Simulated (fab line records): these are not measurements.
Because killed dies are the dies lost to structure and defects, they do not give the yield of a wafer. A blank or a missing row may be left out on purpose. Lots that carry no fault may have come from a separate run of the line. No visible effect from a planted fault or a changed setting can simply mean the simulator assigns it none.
Which tool did it? / flow nand-harc / Sampling: 12 lots, 36 wafers, 5 of 1302 route steps

## WHAT THE GAUGES SHOWED, per wafer
NHARC_END_SORT_01. Usual: killed-at-array 53, standard deviation 18; killed-at-other 1.0, standard deviation 1.2; killed-at-periphery 3.6, standard deviation 2.4; killed-dies 58, standard deviation 18; killed-open 3.4, standard deviation 1.8; killed-short 2.3, standard deviation 1.5.
lot=L225; measured=day 32 21:18; on=prober-01; killed-at-array=676 674 674; killed-at-other=0 0 0; killed-at-periphery=1 3 3; killed-dies=677 677 677; killed-open=2 4 3; killed-short=2 2 1; flag=OFF
lot=L226; measured=day 32 21:48; on=prober-02; killed-at-array=676 675 673; killed-at-other=0 1 2; killed-at-periphery=1 1 2; killed-dies=677 677 677; killed-open=3 5 7; killed-short=0 1 1; flag=OFF

## TOOL THAT RAN EACH LOT (tool first, then ch and the chambers of the sampled wafers, then the start)
lot=L207; NHARC_A_CONTACT_ETCH_31=rie-diel-02 ch 0,3, day 22 21:00 or earlier; NHARC_A_CONTACT_ETCH_139=har-cap-etch-03 ch 0,1, day 22 21:00; NHARC_A_CONTACT_ALD_18=ald-metal-02 ch 2,3, day 22 22:45; NHARC_A_CONTACT_CMP_20=cmp-04 ch 0,1,2, day 23 00:04
lot=L208; NHARC_A_CONTACT_ETCH_31=rie-diel-05 ch 1,3, day 23 02:46 or earlier; NHARC_A_CONTACT_ETCH_139=har-cap-etch-02 ch 0,1, day 23 02:46; NHARC_A_CONTACT_ALD_18=ald-metal-02 ch 0,1,3, day 23 04:43; NHARC_A_CONTACT_CMP_20=cmp-04 ch 2,3, day 23 05:48
lot=L211; NHARC_A_CONTACT_ETCH_31=rie-diel-05 ch 0,1,3, day 24 14:20 or earlier; NHARC_A_CONTACT_ETCH_139=har-cap-etch-02 ch 0,1, day 24 14:20; NHARC_A_CONTACT_ALD_18=ald-metal-01 ch 0,1,3, day 24 16:04; NHARC_A_CONTACT_CMP_20=cmp-02 ch 1,2,3, day 24 17:10
lot=L210; NHARC_A_CONTACT_ETCH_31=rie-diel-05 ch 1,2,3, day 25 04:33 or earlier; NHARC_A_CONTACT_ETCH_139=har-cap-etch-02 ch 0,1, day 25 04:33; NHARC_A_CONTACT_ALD_18=ald-metal-01 ch 0,1, day 25 06:12; NHARC_A_CONTACT_CMP_20=cmp-01 ch 2,3, day 25 07:17
lot=L214; NHARC_A_CONTACT_ETCH_31=rie-diel-05 ch 0,1,3, day 25 20:58 or earlier; NHARC_A_CONTACT_ETCH_139=har-cap-etch-01 ch 0,1, day 25 20:58; NHARC_A_CONTACT_ALD_18=ald-metal-01 ch 0,1,3, day 25 23:01; NHARC_A_CONTACT_CMP_20=cmp-02 ch 0,1,2, day 26 00:06
lot=L212; NHARC_A_CONTACT_ETCH_31=rie-diel-02 ch 0,3, day 26 00:35 or earlier; NHARC_A_CONTACT_ETCH_139=har-cap-etch-03 ch 0,1, day 26 00:35; NHARC_A_CONTACT_ALD_18=ald-metal-02 ch 1,3, day 26 02:13; NHARC_A_CONTACT_CMP_20=cmp-01 ch 0,2, day 26 03:22
lot=L215; NHARC_A_CONTACT_ETCH_31=rie-diel-05 ch 0,1, day 26 01:37 or earlier; NHARC_A_CONTACT_ETCH_139=har-cap-etch-01 ch 0,1, day 26 01:37; NHARC_A_CONTACT_ALD_18=ald-metal-03 ch 0,1,3, day 26 03:25; NHARC_A_CONTACT_CMP_20=cmp-02 ch 0,1,2, day 26 04:29
lot=L216; NHARC_A_CONTACT_ETCH_31=rie-diel-12 ch 1,2,3, day 26 07:12 or earlier; NHARC_A_CONTACT_ETCH_139=har-cap-etch-03 ch 0,1, day 26 07:12; NHARC_A_CONTACT_ALD_18=ald-metal-03 ch 1,3, day 26 08:58; NHARC_A_CONTACT_CMP_20=cmp-04 ch 0,1, day 26 10:02
lot=L220; NHARC_A_CONTACT_ETCH_31=rie-diel-05 ch 0,1,2, day 28 18:26 or earlier; NHARC_A_CONTACT_ETCH_139=har-cap-etch-03 ch 1, day 28 18:26; NHARC_A_CONTACT_ALD_18=ald-metal-02 ch 0,1,3, day 28 20:11; NHARC_A_CONTACT_CMP_20=cmp-04 ch 0,2,3, day 28 21:16
lot=L225; NHARC_A_CONTACT_ETCH_31=rie-diel-05 ch 0,1,2, day 30 11:02 or earlier; NHARC_A_CONTACT_ETCH_139=har-cap-etch-01 ch 0,1, day 30 11:02; NHARC_A_CONTACT_ALD_18=ald-metal-02 ch 0,2, day 30 12:49; NHARC_A_CONTACT_CMP_20=cmp-02 ch 0,2,3, day 30 13:56
lot=L228; NHARC_A_CONTACT_ETCH_31=rie-diel-12 ch 2,3, day 30 17:55 or earlier; NHARC_A_CONTACT_ETCH_139=har-cap-etch-03 ch 0, day 30 17:55; NHARC_A_CONTACT_ALD_18=ald-metal-01 ch 0,2, day 30 19:44; NHARC_A_CONTACT_CMP_20=cmp-02 ch 2,3, day 30 20:50
lot=L226; NHARC_A_CONTACT_ETCH_31=rie-diel-05 ch 1,2,3, day 30 17:46 or earlier; NHARC_A_CONTACT_ETCH_139=har-cap-etch-01 ch 0,1, day 30 17:46; NHARC_A_CONTACT_ALD_18=ald-metal-02 ch 0,1,2, day 30 19:55; NHARC_A_CONTACT_CMP_20=cmp-01 ch 1,2,3, day 30 21:00
- NHARC_A_CONTACT_ETCH_31: etches the open film in O2/COS, target depth 2800 nm, time 728 s.
- NHARC_A_CONTACT_ETCH_139: etches the open film in C4F8/O2/Ar, time 195 s, target depth 840 nm.
- NHARC_A_CONTACT_ALD_18: deposits TiN, target thk 3 nm, pulse time 1 s, ald cycles 150.
- NHARC_A_CONTACT_CMP_20: polishes, t overpolish 30 s, target thk 300 nm.

## AS READ BY THE TOOLS THEMSELVES (means over the sampled wafers that have a number; for cases with no such wafer, the mark the record gives instead)
NHARC_A_CONTACT_ETCH_31. Usual: drypump-motor-current-A 5.9 A, standard deviation 0.39; oes-product-au 0.993 a.u., standard deviation 0.012; rf-vpp-V 314.1 V, standard deviation 2.4; showerhead-plenum-p-Torr 3.12 Torr, standard deviation 0.15; throttle-valve-pct 28.330 %, standard deviation 0.0095.
lot=L207; tool=rie-diel-02; drypump-motor-current-A (A)=5.9; oes-product-au (a.u.)=0.997; rf-vpp-V (V)=313.4; showerhead-plenum-p-Torr (Torr)=3.11; throttle-valve-pct (%)=28.333; flag=
lot=L208; tool=rie-diel-05; drypump-motor-current-A (A)=6.0; oes-product-au (a.u.)=1.001; rf-vpp-V (V)=316.0; showerhead-plenum-p-Torr (Torr)=3.23; throttle-valve-pct (%)=28.329; flag=
lot=L211; tool=rie-diel-05; drypump-motor-current-A (A)=6.0; oes-product-au (a.u.)=1.000; rf-vpp-V (V)=314.1; showerhead-plenum-p-Torr (Torr)=3.11; throttle-valve-pct (%)=28.323; flag=
lot=L210; tool=rie-diel-05; drypump-motor-current-A (A)=5.9; oes-product-au (a.u.)=0.996; rf-vpp-V (V)=314.7; showerhead-plenum-p-Torr (Torr)=3.16; throttle-valve-pct (%)=28.322; flag=
lot=L214; tool=rie-diel-05; drypump-motor-current-A (A)=6.0; oes-product-au (a.u.)=0.989; rf-vpp-V (V)=314.1; showerhead-plenum-p-Torr (Torr)=3.11; throttle-valve-pct (%)=28.333; flag=
lot=L212; tool=rie-diel-02; drypump-motor-current-A (A)=5.8; oes-product-au (a.u.)=1.000; rf-vpp-V (V)=315.2; showerhead-plenum-p-Torr (Torr)=3.20; throttle-valve-pct (%)=28.326; flag=
lot=L215; tool=rie-diel-05; drypump-motor-current-A (A)=6.1; oes-product-au (a.u.)=0.991; rf-vpp-V (V)=313.5; showerhead-plenum-p-Torr (Torr)=3.02; throttle-valve-pct (%)=28.328; flag=
lot=L216; tool=rie-diel-12; drypump-motor-current-A (A)=5.8; oes-product-au (a.u.)=1.007; rf-vpp-V (V)=314.6; showerhead-plenum-p-Torr (Torr)=3.19; throttle-valve-pct (%)=28.331; flag=
lot=L220; tool=rie-diel-05; drypump-motor-current-A (A)=6.0; oes-product-au (a.u.)=0.984; rf-vpp-V (V)=313.4; showerhead-plenum-p-Torr (Torr)=3.06; throttle-valve-pct (%)=28.329; flag=
lot=L225; tool=rie-diel-05; drypump-motor-current-A (A)=6.0; oes-product-au (a.u.)=0.976; rf-vpp-V (V)=313.4; showerhead-plenum-p-Torr (Torr)=3.05; throttle-valve-pct (%)=28.339; flag=
lot=L228; tool=rie-diel-12; drypump-motor-current-A (A)=5.5; oes-product-au (a.u.)=0.994; rf-vpp-V (V)=315.2; showerhead-plenum-p-Torr (Torr)=3.22; throttle-valve-pct (%)=28.325; flag=
lot=L226; tool=rie-diel-05; drypump-motor-current-A (A)=6.0; oes-product-au (a.u.)=0.976; rf-vpp-V (V)=315.6; showerhead-plenum-p-Torr (Torr)=3.14; throttle-valve-pct (%)=28.330; flag=

NHARC_A_CONTACT_ALD_18. Usual: heater-power-w 1089 W, standard deviation 81; precursor-pulse-height-rel 1.002, standard deviation 0.023.
lot=L207; tool=ald-metal-02; heater-power-w (W)=1086; precursor-pulse-height-rel=1.021; flag=
lot=L208; tool=ald-metal-02; heater-power-w (W)=1098; precursor-pulse-height-rel=0.996; flag=
lot=L211; tool=ald-metal-01; heater-power-w (W)=1103; precursor-pulse-height-rel=1.008; flag=
lot=L210; tool=ald-metal-01; heater-power-w (W)=1181; precursor-pulse-height-rel=0.993; flag=
lot=L214; tool=ald-metal-01; heater-power-w (W)=1098; precursor-pulse-height-rel=1.001; flag=
lot=L212; tool=ald-metal-02; heater-power-w (W)=1074; precursor-pulse-height-rel=1.000; flag=
lot=L215; tool=ald-metal-03; heater-power-w (W)=1087; precursor-pulse-height-rel=1.000; flag=
lot=L216; tool=ald-metal-03; heater-power-w (W)=1108; precursor-pulse-height-rel=1.007; flag=
lot=L220; tool=ald-metal-02; heater-power-w (W)=1076; precursor-pulse-height-rel=1.015; flag=
lot=L225; tool=ald-metal-02; heater-power-w (W)=1124; precursor-pulse-height-rel=1.012; flag=
lot=L228; tool=ald-metal-01; heater-power-w (W)=1149; precursor-pulse-height-rel=1.014; flag=
lot=L226; tool=ald-metal-02; heater-power-w (W)=1122; precursor-pulse-height-rel=1.000; flag=

NHARC_A_CONTACT_CMP_20. Usual: motor-current-A 12.1 A, standard deviation 1.2; overpolish-run-s 29.999 s, standard deviation 0.0096; time-to-endpoint-s 60 s, standard deviation 3.2.
lot=L207; tool=cmp-04; motor-current-A (A)=11.4; overpolish-run-s (s)=29.998; time-to-endpoint-s (s)=57; flag=
lot=L208; tool=cmp-04; motor-current-A (A)=12.0; overpolish-run-s (s)=30.007; time-to-endpoint-s (s)=63; flag=
lot=L211; tool=cmp-02; motor-current-A (A)=12.1; overpolish-run-s (s)=29.992; time-to-endpoint-s (s)=59; flag=
lot=L210; tool=cmp-01; motor-current-A (A)=11.3; overpolish-run-s (s)=30.005; time-to-endpoint-s (s)=65; flag=
lot=L214; tool=cmp-02; motor-current-A (A)=12.2; overpolish-run-s (s)=30.003; time-to-endpoint-s (s)=57; flag=
lot=L212; tool=cmp-01; motor-current-A (A)=11.8; overpolish-run-s (s)=29.999; time-to-endpoint-s (s)=62; flag=
lot=L215; tool=cmp-02; motor-current-A (A)=11.8; overpolish-run-s (s)=29.999; time-to-endpoint-s (s)=62; flag=
lot=L216; tool=cmp-04; motor-current-A (A)=11.9; overpolish-run-s (s)=30.004; time-to-endpoint-s (s)=60; flag=
lot=L220; tool=cmp-04; motor-current-A (A)=11.9; overpolish-run-s (s)=30.002; time-to-endpoint-s (s)=60; flag=
lot=L225; tool=cmp-02; motor-current-A (A)=11.5; overpolish-run-s (s)=30.006; time-to-endpoint-s (s)=59; flag=
lot=L228; tool=cmp-02; motor-current-A (A)=12.0; overpolish-run-s (s)=30.002; time-to-endpoint-s (s)=56; flag=
lot=L226; tool=cmp-01; motor-current-A (A)=12.6; overpolish-run-s (s)=29.994; time-to-endpoint-s (s)=60; flag=

## THE ANSWER, worked out from the rows above alone
Rule: lot off if the mean of its wafers having a number is beyond 3 standard deviations from the usual mean. A lot without any number at a reading at which 4 lots or more have one is off too. The other lots that the step has rows for count as sound. First the gauges in route order, then the tools' own readings, where a lot's mean is used as printed above. At the first step where some lot is off, the reading lying furthest off is the one used; lots without a number count as furthest.
Off at NHARC_END_SORT_01 (killed-at-array): L225, L226. Neither off nor sound, because the step has no rows for them: L207, L208, L211, L210, L214, L212, L215, L216, L220, L228.
If a tool, at a process step before that reading, ran all the lots that are off and no sound lot after the first of them, it fits. Those tools and the gauges at NHARC_END_SORT_01 are tried in the same way. With no start given for some of its lots, NHARC_A_CONTACT_ETCH_31 uses the hours and lot order of NHARC_A_CONTACT_ETCH_139. Can't be told from this: 3 tools fit, rie-diel-05 at NHARC_A_CONTACT_ETCH_31, har-cap-etch-01 at NHARC_A_CONTACT_ETCH_139, ald-metal-02 at NHARC_A_CONTACT_ALD_18.

## WHAT WAS PUT IN BY THE SIMULATOR
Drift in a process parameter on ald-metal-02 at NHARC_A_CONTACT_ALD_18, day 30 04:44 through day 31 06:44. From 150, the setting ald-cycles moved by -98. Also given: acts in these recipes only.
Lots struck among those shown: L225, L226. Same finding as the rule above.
